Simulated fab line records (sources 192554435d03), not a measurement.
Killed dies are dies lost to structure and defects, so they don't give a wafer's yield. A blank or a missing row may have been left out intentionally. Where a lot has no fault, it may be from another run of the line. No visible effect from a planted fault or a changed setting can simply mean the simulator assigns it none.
Lot-split experiment ; flow n5 finfet ; route with 1938 steps; 7 lots, 21 wafers read

== THE SPLIT ITSELF ==
At N5_BEOL_M15_ILD_DEP_00 (deposits SiO2 from TEOS/O2, target thk 1629.3 nm, time 346.1 s), the setting time s was moved away from the recipe's 346.1 s on 5 of the 21 wafers read, by -13.6% to +10.6%. All remaining wafers had this setting at the recipe value.

Split to reading: the file shows no intervening step.

== THE READING ==
Values of M15_ILD_THK in nm from N5_BEOL_M15_THK_MEAS_01. On this fab line, fault-free wafers typically give 1626 nm with a standard deviation of 22 nm.

wafer;tool, chamber at the split;time s as run, s;against the recipe;M15_ILD_THK, nm;against lot-mates on the recipe
L075.3;pecvd-03, 2;346.1;recipe;1607;-
L075.4;pecvd-03, 0;346.1;recipe;1641;-
L075.6;pecvd-03, 1;346.1;recipe;1667;-
L074.2;pecvd-01, 1;379.3;+9.6%;1747;+139
L074.3;pecvd-01, 0;346.1;recipe;1595;-
L074.6;pecvd-01, 0;346.1;recipe;1621;-
L083.3;pecvd-03, 2;346.1;recipe;1633;-
L083.4;pecvd-03, 1;299.1;-13.6%;1422;-218
L083.5;pecvd-03, 2;346.1;recipe;1648;-
L087.4;pecvd-01, 2;368.9;+6.6%;1751;+95
L087.5;pecvd-01, 0;346.1;recipe;1659;-
L087.6;pecvd-01, 1;346.1;recipe;1653;-
L086.1;pecvd-02, 0;346.1;recipe;1600;-
L086.2;pecvd-02, 1;346.1;recipe;1602;-
L086.4;pecvd-02, 2;346.1;recipe;1615;-
L091.2;pecvd-01, 0;382.7;+10.6%;1797;+128
L091.3;pecvd-01, 2;382.7;+10.6%;1837;+168
L091.5;pecvd-01, 2;346.1;recipe;1669;-
L093.3;pecvd-03, 0;346.1;recipe;1612;-
L093.5;pecvd-03, 0;346.1;recipe;1626;-
L093.6;pecvd-03, 1;346.1;recipe;1640;-

THE FIT
A straight line over all 21 wafers: M15_ILD_THK changes by +15.9 nm for each +1% of time s; r = +0.96; the points scatter about the line by 25 nm.
The same after taking each lot's own level away (the mean of its wafers on the recipe; 21 wafers): +14.9 nm for each +1%; r = +0.98; scatter 14 nm.
Per that fit: largest time s move, reading shift of 2e+02 nm.
The span of the lots' own levels, 1605.7 to 1669.0 nm, comes to 2.9 times the standard deviation stated above.
The two slopes agree, so the slope changes little with the lot-to-lot level.
Check: with one of the wafers moved furthest among these (-13.6%) left out of the fit, the line predicts -192 nm for it against its lot-mates. It came out at -218 nm against them.

== THE OTHER SPLITS THESE WAFERS WENT THROUGH ==
Note: prior to the reading, these wafers also went through further splits. Each is held against what the fit with the lots' levels taken away leaves over:
other split on the same wafers;wafers away from the commonest value;r with M15_ILD_THK (lot level and that fit taken away)
N5_BEOL_M13_COAT_04 spin rpm;10;-0.15
N5_BEOL_M14_TRENCH_ETCH_34 time s;8;+0.14

== THE WHOLE CHAIN: every reading that the file lists as answering this split, in the file's order ==
step;what it does;reading;change (the file's fit);r (the file's)
N5_BEOL_M15_ILD_DEP_00;deposits SiO2 from TEOS/O2, target thk 1629.3 nm, time 346.1 s;SiO2_of_BEOL_M15_ILD_DEP_00.thk nm (the simulator's own value, which no gauge read);+15.1 nm for each +1% of the setting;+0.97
N5_BEOL_M15_THK_MEAS_01;;M15_ILD_THK;+15.1 for each +1% of the setting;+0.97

== FILE'S OWN FIT ==
M15_ILD_THK changes by +15.1 nm for each +1% of time s, r = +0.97.
